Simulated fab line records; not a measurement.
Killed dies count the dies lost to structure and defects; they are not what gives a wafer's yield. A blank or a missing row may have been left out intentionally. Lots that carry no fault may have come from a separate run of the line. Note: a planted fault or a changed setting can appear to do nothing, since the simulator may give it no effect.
fab line records -- flow n5-finfet
[record] lots = 4, wafers = 12, last-day = 17
route steps=1938 shown BEOL_M10@1512 BEOL_M11@1536 BEOL_M15@1830 PASSIVATION@1936
lots with no fault: from the same line, run without faults
start-h: hours from the record's opening day to when the first of the lot's shown wafers began -- wait-h: hours since the lot's step before -- " the same as in the row above -- L1.1+2: one row covering several wafers at once -- - no value, or no start was given -- * or withheld: withheld -- < > ~ a bound
route shown NAME@n: NAME is a module with steps in the file, n the number in the route of the first one -- usual: the fault-free wafers' mean and standard deviation -- same: alike in all rows -- chamber/n: place in a boat -- sites: per-site readings -- _std_site: their standard deviation -- _edge_site: inner sites' mean taken away from outer sites' mean -- radius-mm: how far each site lies from the wafer's centre -- mask NAME#n: copy n -- behind: tool/chamber where the wafer was last shaped -- hold: the reason the lot was held/the length of the hold in hours/how it ended -- device: the transistor (n, p or np) that didn't switch -- end of line: tests run on the same wafers once the route is complete -- step lacking rows: just its recipe -- killed: dies that structure and defects cost at the first sort, which is not the same as the wafer's yield -- map: the dies of a wafer, with x for killed, . for not killed, _ for no die there
set.NAME: the run value of the setting; set.NAME@STEP: its run value at that earlier step -- model.NAME: the simulator's own value behind a step, which no gauge read
lots at selected steps of the route; one table per step, one row per wafer
services: from which hour (start-h, from the record's first day; less than 0 if before it) a tool's chamber was out of use, for how many hours, and why
[[steps]]
[step N5_BEOL_M10_TRENCH_ETCH_37]
[recipe] chemistry = C4F6/O2, target-depth-a = 1488.3, target = SiCOH_lowk, time-s = 48, ion-energy-ev = 250, pressure-mtorr = 30, source-w = 345, bias-w = 185, Ar_flow_sccm = 300, C4F6_flow_sccm = 10, O2_flow_sccm = 10
[step N5_BEOL_M10_ETCH_41]
[recipe] chemistry = CH3F/O2, target = SiCN, target-depth-a = 426, taper-deg = 2, time-s = 86, ion-energy-ev = 120, mask-material = TiN, pressure-mtorr = 30, source-w = 395, bias-w = 75, Ar_flow_sccm = 150, CH3F_flow_sccm = 30, O2_flow_sccm = 20
[step N5_BEOL_M10_STRIP_77]
[recipe] chemistry = N2/H2, time-s = 10, power-w = 450, temp-c = 40, pressure-mtorr = 20, rf-frequency-hz = 6e+07, bias-power-w = 7, n2-flow-sccm = 200, h2-flow-sccm = 200
[step N5_BEOL_M10_HM_STRIP_39]
[recipe] chemistry = peroxide-tin-strip, material = TiN, target-depth-a = 250, temp-c = 50, time-s = 158
[step N5_BEOL_M10_SRD_40]
[recipe] time-s = 30, temp-c = 23, rinse-liquid = diw, dry = ipa-marangoni
[step N5_BEOL_M10_PRECLEAN_42]
[recipe] chemistry = residue-remover, time-s = 60, temp-c = 40
[step N5_BEOL_M10_SRD_43]
[recipe] time-s = 30, temp-c = 23, rinse-liquid = diw, dry = ipa-marangoni
[step N5_BEOL_M10_CURE_72]
[recipe] temp-c = 370, time-s = 120, ambient = DMADMS/He, material = SiCOH_lowk
[step N5_BEOL_M10_DEGAS_44]
[recipe] ambient = vacuum, temp-c = 250, time-s = 60
[step N5_BEOL_M10_PRE_CLEAN_45]
[recipe] gas = H2/He, time-s = 30, temp-c = 250
[step N5_BEOL_M10_ALD_74]
[recipe] material = TaN, target-thk-a = 20, temp-c = 275, ald-precursor-family = PDMAT, ald-co-reactant = NH3, pressure-torr = 3, carrier-flow-sccm = 1500, pulse-time-s = 2, purge-time-s = 3, co-reactant-purge-time-s = 2, co-reactant-pulse-time-s = 3, ald-cycles = 40, precursor-vessel-temp-c = 75, precursor-vessel-pressure-torr = 26.25, precursor-vessel-carrier-sccm = 1000
[usual] ald-cycles = 40/0, heater-power-w = 419/40, precursor-vessel-pressure-torr = 26.25/0.052
[same] co-reactant-pulse-time-s = 3
lot.wafer,tool,chamber,start-h,wait-h,ald-cycles,heater-power-w,precursor-vessel-pressure-torr,model.TaN_of_BEOL_M10_ALD_74.thk-nm
L746.1,ald-metal-01,2,228.53,0.0,40,504,26.28,2
L746.5,ald-metal-01,1,228.53,0.0,40,383,26.19,2
L746.6,ald-metal-01,2,228.53,0.0,40,506,26.22,2
L749.2,ald-metal-01,1,241.36,0.1,40,378,26.21,2
L749.4,ald-metal-01,2,241.36,0.1,25,499,26.35,1.2
L749.5,ald-metal-01,1,241.36,0.1,40,384,26.18,2
L750.1,ald-metal-01,2,260.72,0.3,25,494,26.27,1.2
L750.2,ald-metal-01,0,260.72,0.3,40,383,26.24,2
L750.6,ald-metal-01,0,260.72,0.3,25,399,26.16,1.2
L764.2,ald-metal-04,2,344.47,0.0,40,383,26.23,2
L764.3,ald-metal-04,1,344.47,0.0,40,465,26.22,2
L764.4,ald-metal-04,0,344.47,0.0,40,425,26.30,2
[step N5_BEOL_M10_SURFACE_TREAT_76]
[recipe] gas = Ar, time-s = *, ion-energy-ev = *, ion-current-ma-cm2 = 0.5, pressure-mtorr = *, ar-flow-sccm = 30
[step N5_BEOL_M10_CVD_75]
[recipe] material = Co, target-thk-a = 20, temp-c = withheld, precursor = CCTBA/H2, pressure-torr = 30, time-s = 138.9
[step N5_BEOL_M10_SPUTTER_48]
[recipe] material = Cu, target-thk-a = 120, temp-c = -20, bias-v = 60, power-w = 26000, chamber-pressure-pa = 0.13, time-s = 2
[step N5_BEOL_M10_ECD_50]
[recipe] material = Cu, target-thk-a = 3180
[step N5_BEOL_M10_ANNEAL_51]
[recipe] temp-c = 225, time-s = 90, ambient = N2
[step N5_BEOL_M10_CMP_52]
[recipe] stop-on = SiCOH_lowk, t-overpolish-s = 7, down-force-psi = 1, platen-rpm = 50, clearing-platen-down-force-psi = 1.5, clearing-platen-rpm = 50, post-cmp-clean = cu-alkaline, target-thk-nm = 140, clearing-platen-pad-velocity-m-s = 0.99484, pad-velocity-m-s = 0.99484
[step N5_BEOL_M10_PRE_CLEAN_55]
[recipe] gas = NH3, time-s = 15, temp-c = withheld, rf-power-w = 300
[step N5_BEOL_M10_DEP_56]
[recipe] material = SiCN, target-thk-a = 150, temp-c = withheld, precursor = 3MS/NH3, pressure-torr = 3, rf-w = 202, time-s = 26.5
[step N5_BEOL_M11_ILD_DEP_00]
[recipe] material = SiCOH_lowk, target-thk-a = 3085.1, temp-c = 300, precursor = DEMS/porogen, pressure-torr = 5, rf-w = 500, time-s = 58
[step N5_BEOL_M11_CURE_71]
[recipe] temp-c = 385, time-s = 240, ambient = He/Ar, material = SiCOH_lowk
[step N5_BEOL_M11_PECVD_70]
[recipe] material = SiO2, target-thk-a = 200, temp-c = 400, precursor = TEOS/O2, pressure-torr = 5.5, rf-w = 450, teos-flow-sccm = 53.8, gas = O2, flow-sccm = 3000, time-s = 22.7
[step N5_BEOL_M11_HM_DEP_02]
[recipe] material = TiN, target-thk-a = 200, temp-c = 25, chamber-pressure-pa = 0.49996
[step N5_BEOL_M11_COAT_59]
[recipe] resist = SOC, temp-c = 250, time-s = 60, spin-rpm = 1500, resist-thk-nm = 100
[step N5_BEOL_M11_COAT_60]
[recipe] resist = SiARC, temp-c = 220, time-s = 60, spin-rpm = 1500, resist-thk-nm = 30
[step N5_BEOL_M11_COAT_05]
[recipe] resist = CAR-ArF, spin-rpm = 1500, resist-thk-nm = 90
[step N5_BEOL_M11_EBR_07]
[recipe] solvent = PGMEA, ebr-width-mm = 1.5
[step N5_BEOL_M11_SOFTBAKE_06]
[recipe] temp-c = 110, time-s = 60, resist = CAR-ArF
[step N5_BEOL_M11_EXPOSE_08]
[recipe] mask-id = M11, na = 1.35, source-shape = dipole, sigma-inner = 0.411, sigma-outer = 0.611, polarization = te, dose-mj = 53.75
[step N5_BEOL_M11_PEB_09]
[recipe] peb-temp-c = withheld, peb-time-s = 60, resist = CAR-ArF
[step N5_BEOL_M11_DEVELOP_10]
[recipe] develop-time-s = 30, developer = TMAH, resist = CAR-ArF, rinse-liquid = diw, dry = air-spin, dev-temp-c = 23
[step N5_BEOL_M11_DESCUM_16]
[recipe] chemistry = O2, time-s = 7.9, source-power-w = 50, bias-power-w = 20, pressure-mtorr = 20, rf-frequency-hz = 2.712e+07, temp-c = 40, resist = CAR-ArF, o2-flow-sccm = 225
[step N5_BEOL_M11_ETCH_61]
[recipe] chemistry = CF4, target = SiARC, target-depth-a = 390, mask-material = CAR-ArF, time-s = 65, ion-energy-ev = 80, pressure-mtorr = 40, source-w = 545, bias-w = 36, Ar_flow_sccm = 100, cf4-flow-sccm = 100, ends = cleared
[step N5_BEOL_M15_RC_MEAS_101]
[usual] COMB_M10 = 1.4e-11/3e-12, COMB_M10_max_site = 2.1e-11/4.5e-12, COMB_M11 = 1.4e-11/3.1e-12, COMB_M12 = 6.1e-12/1.4e-12, COMB_M13 = 4.8e-12/1.1e-12, COMB_M14 = 3.6e-12/8.3e-13, COMB_M15 = 2.3e-12/5.8e-13, COMB_M5 = 3.6e-11/7.6e-12, COMB_M6 = 2.5e-11/4.9e-12, COMB_M7 = 2.6e-11/5.6e-12, COMB_M7_max_site = 3.8e-11/9.2e-12, COMB_M8 = 2.5e-11/5.1e-12, COMB_M9 = 1.5e-11/3.1e-12, COMB_M9_max_site = 2.1e-11/5.7e-12, SERP_M10 = 3.07/0.097, SERP_M11 = 3.06/0.092, SERP_M12 = 0.643/0.015, SERP_M13 = 0.309/0.0064, SERP_M14 = 0.160/0.0051, SERP_M14_max_site = 0.162/0.0052, SERP_M5 = 39.4/1.6, SERP_M5_max_site = 41.1/1.8, SERP_M6 = 14.1/0.54, SERP_M7 = 13.8/0.56, SERP_M8 = 14.0/0.61, SERP_M8_max_site = 14.6/0.67, SERP_M9 = 3.09/0.093, SERP_M9_max_site = 3.18/0.097
lot.wafer,tool,chamber,start-h,wait-h,COMB_M10[S/m],COMB_M10_max_site[S/m],COMB_M11[S/m],COMB_M12[S/m],COMB_M13[S/m],COMB_M14[S/m],COMB_M15[S/m],COMB_M5[S/m],COMB_M6[S/m],COMB_M7[S/m],COMB_M7_max_site[S/m],COMB_M8[S/m],COMB_M9[S/m],COMB_M9_max_site[S/m],SERP_M10[ohm/um],SERP_M11[ohm/um],SERP_M12[ohm/um],SERP_M13[ohm/um],SERP_M14[ohm/um],SERP_M14_max_site[ohm/um],SERP_M5[ohm/um],SERP_M5_max_site[ohm/um],SERP_M6[ohm/um],SERP_M7[ohm/um],SERP_M8[ohm/um],SERP_M8_max_site[ohm/um],SERP_M9[ohm/um],SERP_M9_max_site[ohm/um]
L746.1,prober-01,0,258.02,0.0,1.2e-11,1.6e-11,1e-11,5.1e-12,5.8e-12,2.8e-12,1.8e-12,3.8e-11,2.7e-11,3.4e-11,6.9e-11,3.3e-11,1.3e-11,1.6e-11,3.02,2.95,0.634,0.306,0.158,0.158,40.7,42.3,14.5,14.4,13.6,13.9,3.05,3.16
L746.5,prober-01,0,258.02,0.0,1.7e-11,3.2e-11,1.3e-11,4.7e-12,5.5e-12,4.1e-12,2.9e-12,3.5e-11,2.6e-11,2.6e-11,4.3e-11,2.4e-11,1.6e-11,2.4e-11,3.01,3.14,0.629,0.321,0.156,0.158,38.3,41.9,14.1,14.0,13.9,14.7,3.11,3.16
L746.6,prober-01,0,258.02,0.0,1.5e-11,2e-11,1.5e-11,5.3e-12,3.9e-12,3.4e-12,3.1e-12,2.8e-11,2.8e-11,2.5e-11,4.8e-11,2.7e-11,1.5e-11,1.9e-11,2.94,3.22,0.631,0.317,0.156,0.157,39.3,40.4,14.8,14.2,13.0,13.4,3.21,3.23
L749.2,prober-01,0,273.09,0.4,1.4e-11,2.2e-11,1.7e-11,5.4e-12,5e-12,2.6e-12,1.6e-12,3.5e-11,2.6e-11,3.2e-11,4e-11,3.2e-11,1.5e-11,2.5e-11,3.05,2.96,0.671,0.307,0.155,0.156,37.8,38.4,13.3,14.0,14.0,14.5,2.94,3.07
L749.4,prober-01,0,273.09,0.4,4.3e-11,6.1e-11,9e-12,4.7e-12,4.9e-12,4.3e-12,2.4e-12,4.7e-11,1.9e-11,2.6e-11,3.6e-11,1.6e-11,2e-11,2.8e-11,2.87,2.95,0.650,0.320,0.156,0.159,37.7,39.5,13.0,13.2,13.8,14.3,2.99,3.11
L749.5,prober-01,0,273.09,0.4,1.4e-11,3e-11,1.1e-11,7.8e-12,5.2e-12,3e-12,2.5e-12,2.8e-11,2.1e-11,3.1e-11,4.8e-11,2.7e-11,1.2e-11,1.4e-11,3.01,3.07,0.672,0.318,0.156,0.157,40.2,41.9,13.3,13.8,13.0,13.6,3.04,3.13
L750.1,prober-02,0,302.87,0.0,5.2e-11,7.8e-11,9e-12,5.1e-12,4.3e-12,3.5e-12,1.9e-12,3.6e-11,2.4e-11,2.6e-11,3.5e-11,2.1e-11,1.9e-11,2.8e-11,3.10,3.13,0.659,0.303,0.156,0.157,40.3,42.7,14.1,13.7,13.4,13.7,3.11,3.14
L750.2,prober-02,0,302.87,0.0,1.6e-11,1.9e-11,1.7e-11,5.8e-12,4.7e-12,3.1e-12,3.2e-12,3.4e-11,2.1e-11,3.2e-11,5.7e-11,2.9e-11,1.8e-11,3.9e-11,3.03,3.03,0.662,0.307,0.157,0.159,38.3,40.5,14.1,14.0,13.9,14.1,3.10,3.27
L750.6,prober-02,0,302.87,0.0,4.6e-11,7.1e-11,1.8e-11,7.3e-12,4e-12,2.1e-12,1.6e-12,4.3e-11,2.2e-11,3e-11,3.5e-11,1.6e-11,1.4e-11,1.9e-11,3.02,2.94,0.656,0.301,0.160,0.162,37.0,38.0,14.5,13.3,13.7,14.3,3.19,3.29
L764.2,prober-01,0,382.10,0.4,1.7e-11,3.3e-11,1.4e-11,5.5e-12,4.2e-12,4.1e-12,3e-12,4e-11,3.6e-11,2.7e-11,4.2e-11,2.6e-11,1.4e-11,1.8e-11,3.20,3.18,0.666,0.319,0.160,0.161,39.9,41.1,14.1,13.6,13.3,13.7,3.02,3.08
L764.3,prober-01,0,382.10,0.4,1.9e-11,2.5e-11,1.6e-11,8.7e-12,5.4e-12,3.5e-12,2.3e-12,3.5e-11,2.8e-11,2.3e-11,2.8e-11,2.1e-11,1.3e-11,2e-11,3.10,3.17,0.658,0.308,0.158,0.160,41.4,43.7,14.8,13.6,14.2,14.9,3.02,3.08
L764.4,prober-01,0,382.10,0.4,1.5e-11,2e-11,1.4e-11,5.4e-12,5.1e-12,3.9e-12,2.3e-12,3.2e-11,2.3e-11,2.7e-11,3.5e-11,2.2e-11,1.6e-11,2e-11,2.97,3.01,0.634,0.316,0.158,0.159,42.1,43.7,13.9,14.5,14.1,14.7,3.02,3.22
// sites COMB_M10 radius-mm=0,75,75,75,75,140,140,140,140
L746.1 1.1e-11 1.3e-11 1.6e-11 9e-12 9e-12 1.2e-11 1.4e-11 1.1e-11 1.5e-11
L749.2 1.4e-11 1.2e-11 1.7e-11 1.6e-11 1.2e-11 9e-12 1e-11 2.2e-11 1.6e-11
L750.1 5.2e-11 5.5e-11 4e-11 3.3e-11 5.2e-11 4.1e-11 7.8e-11 4.3e-11 5.2e-11
L764.2 3.3e-11 1.7e-11 1.3e-11 2.1e-11 2.1e-11 2.2e-11 1.3e-11 1.7e-11 1.7e-11
[step N5_PASSIVATION_PROBE_49]
[usual] defect-limited-yield = 90.9/1.5, killed_at_M0_to_M3 = 36/10, killed_at_M4_up = 13/5.5, killed-at-contacts = 12/5.6, killed-at-front-end = 42/12, killed-at-other = 4/3.2, killed-dies = 108/18, killed-open = 71/13, killed-short = 34/7.8, sort_bin_4_leakage = 0/0, sort_bin_5_function = 5.4/1, sort_bin_6_memory = 3.4/0.68, sort-n-pass = 1072/18, sort-yield-pct = 90.9/1.5
[same] gross-dies = 1180, killed-at-back-side = 0, sort_bin_8_speed[%] = 0
lot.wafer,tool,chamber,start-h,wait-h,defect-limited-yield[%],killed_at_M0_to_M3,killed_at_M4_up,killed-at-contacts,killed-at-front-end,killed-at-other,killed-dies,killed-open,killed-short,sort_bin_4_leakage[%],sort_bin_5_function[%],sort_bin_6_memory[%],sort-n-pass,sort-yield-pct[%]
L746.1,prober-01,-,271.70,0.0,90.5,25,12,20,51,4,112,76,28,0,5.6,3.1,1068,90.5
L746.5,prober-01,-,271.90,0.2,89.5,29,22,13,57,3,124,82,42,0,6.4,3.4,1056,89.5
L746.6,prober-01,-,271.95,0.3,89.1,35,22,8,63,1,129,77,44,0,6.2,3.6,1051,89.1
L749.2,prober-01,-,289.83,0.1,93.2,32,8,9,26,5,80,58,22,0,3.5,3.1,1100,93.2
L749.4,prober-01,-,289.93,0.2,92.1,51,4,5,28,5,93,58,34,0.08,4.2,3.2,1087,92.1
L749.5,prober-01,-,289.98,0.2,91.9,37,19,10,27,3,96,62,32,0,4.1,3.6,1084,91.9
L750.1,prober-01,-,315.87,0.0,92.3,21,13,13,40,4,91,69,18,0.25,4.2,3.2,1089,92.3
L750.2,prober-01,-,315.92,0.1,91.1,37,15,5,42,6,105,68,37,0,4.8,3.6,1075,91.1
L750.6,prober-01,-,316.12,0.3,92.8,34,27,6,14,4,85,60,21,0.17,4.2,2.7,1095,92.8
L764.2,prober-02,-,399.00,0.1,87.4,49,31,18,50,1,149,100,49,0,7.7,4.5,1031,87.4
L764.3,prober-02,-,399.05,0.1,89.3,48,14,14,47,3,126,74,50,0,6.1,3.9,1054,89.3
L764.4,prober-02,-,399.10,0.2,87.7,47,27,17,50,4,145,99,46,0,7.6,3.7,1035,87.7
// killed by level:class
L746.1 STI_FIN_REVEAL:geometric-particle:open=17 MOL_CONTACT_COAG:geometric-particle:open=16 HKMG_FIN:area-etch=8 GATE_CUT:geometric-particle:short=7 BEOL_M2:geometric-particle:open=7 BEOL_M4:geometric-particle:open=7 DUMMY_GATE:geometric-particle:open=4 GATE_CUT:geometric-particle:open=4
L746.5 STI_FIN_REVEAL:geometric-particle:open=24 BEOL_M5:geometric-particle:open=9 BEOL_M0_SAQP:geometric-particle:short=8 BEOL_M0_SAQP:geometric-particle:open=8 MOL_CONTACT_COAG:geometric-particle:open=7 FIN_SAQP:geometric-particle:short=6 MOL_CONTACT_COAG:geometric-particle:short=6 BEOL_M4:geometric-particle:open=6
L746.6 STI_FIN_REVEAL:geometric-particle:open=15 BEOL_M0_SAQP:geometric-particle:open=10 BEOL_M4:geometric-particle:open=10 GATE_CUT:geometric-particle:short=9 BEOL_M0_SAQP:geometric-particle:short=8 HKMG_FIN:area-etch=8 MOL_CONTACT_COAG:geometric-particle:open=7 FIN_SAQP:geometric-particle:short=5
L749.2 FIN_SAQP:geometric-particle:open=11 BEOL_M2:geometric-particle:open=11 BEOL_M0_SAQP:geometric-particle:short=6 MOL_CONTACT_COAG:geometric-particle:open=6 BEOL_M3:geometric-particle:open=6 STI_FIN_REVEAL:geometric-particle:open=4 DUMMY_GATE:geometric-particle:open=4 BEOL_M5:geometric-particle:open=4
L749.4 BEOL_M0_SAQP:geometric-particle:open=17 BEOL_M0_SAQP:geometric-particle:short=14 FIN_SAQP:geometric-particle:open=9 BEOL_M2:geometric-particle:open=7 MOL_CONTACT_COAG:geometric-particle:open=5 DUMMY_GATE:geometric-particle:open=4 BEOL_M1:geometric-particle:open=4 GATE_CUT:geometric-particle:short=3
L749.5 BEOL_M0_SAQP:geometric-particle:open=12 BEOL_M0_SAQP:geometric-particle:short=10 FIN_SAQP:geometric-particle:short=8 FIN_SAQP:geometric-particle:open=8 MOL_CONTACT_COAG:geometric-particle:open=8 BEOL_M2:geometric-particle:open=7 BEOL_M4:geometric-particle:open=5 DUMMY_GATE:geometric-particle:open=4
L750.1 FIN_SAQP:geometric-particle:open=16 MOL_CONTACT_COAG:geometric-particle:open=10 DUMMY_GATE:geometric-particle:open=8 STI_FIN_REVEAL:geometric-particle:open=7 BEOL_M1:geometric-particle:open=6 BEOL_M3:geometric-particle:short=5 BEOL_M4:geometric-particle:open=4 MOL_CONTACT_COAG:geometric-particle:short=3
L750.2 BEOL_M3:geometric-particle:open=14 FIN_SAQP:geometric-particle:open=13 FIN_SAQP:geometric-particle:short=7 BEOL_M0_SAQP:geometric-particle:short=7 DUMMY_GATE:geometric-particle:open=5 STI_FIN_REVEAL:geometric-particle:open=4 STARTING-WAFER:geometric-particle:open=4 BEOL_M1:geometric-particle:open=4
L750.6 BEOL_M4:geometric-particle:open=14 BEOL_M0_SAQP:geometric-particle:open=8 BEOL_M1:geometric-particle:open=7 BEOL_M3:geometric-particle:open=7 MOL_CONTACT_COAG:geometric-particle:open=5 BEOL_M0_SAQP:geometric-particle:short=5 STI_FIN_REVEAL:geometric-particle:open=3 STARTING-WAFER:geometric-particle:short=3
L764.2 BEOL_M0_SAQP:geometric-particle:open=18 BEOL_M0_SAQP:geometric-particle:short=17 STI_FIN_REVEAL:geometric-particle:open=16 BEOL_M4:geometric-particle:open=13 FIN_SAQP:geometric-particle:open=11 MOL_CONTACT_COAG:geometric-particle:open=10 MOL_CONTACT_COAG:geometric-particle:short=8 BEOL_M4:geometric-particle:short=8
L764.3 FIN_SAQP:geometric-particle:short=16 BEOL_M0_SAQP:geometric-particle:short=14 MOL_CONTACT_COAG:geometric-particle:open=12 BEOL_M0_SAQP:geometric-particle:open=11 STI_FIN_REVEAL:geometric-particle:open=8 BEOL_M2:geometric-particle:open=8 BEOL_M1:geometric-particle:open=6 BEOL_M3:geometric-particle:open=6
L764.4 BEOL_M4:geometric-particle:open=15 FIN_SAQP:geometric-particle:open=14 MOL_CONTACT_COAG:geometric-particle:open=14 FIN_SAQP:geometric-particle:short=12 BEOL_M0_SAQP:geometric-particle:open=11 BEOL_M0_SAQP:geometric-particle:short=11 BEOL_M3:geometric-particle:open=9 BEOL_M1:geometric-particle:open=6
[[services]]
tool,chamber,start-h,hours,kind
ald-metal-04,-,218.32,1.2,pm
ald-metal-04,1,244.04,-,calibration
ald-metal-04,1,271.72,1.9,repair
ald-metal-01,-,337.25,14.0,pm
ald-metal-01,0,337.25,14.0,vent-cycle
ald-metal-01,1,337.25,14.0,vent-cycle
ald-metal-01,2,337.25,14.0,vent-cycle
ald-metal-01,3,337.25,57.5,vent-cycle
[[key]]
[first-sign] step = N5_BEOL_M10_ALD_74, reading = ald-cycles, direction = down, sigmas = 99+, usual = *, struck = *
[effect] step = N5_BEOL_M15_RC_MEAS_101, reading = COMB_M10, direction = up, sigmas = 11, usual = 1.4e-11, struck = 4.7e-11
[model-effect] step = N5_BEOL_M10_ALD_74, value = TaN_of_BEOL_M10_ALD_74.thk-nm, without = 2, struck = 1.2
met-at N5_BEOL_M10_ALD_74
struck-wafers L749.4,L750.1,L750.6
onset-between 228.53 241.36
[fault] kind = process-parameter-drift, tool = ald-metal-01, chamber = -, onset-h = 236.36, steps = N5_BEOL_M10_ALD_74, channel = ald-cycles, offset = *, shape = step, end-h = 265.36, scope = struck-wafers-only, acts-in = *, stated = *
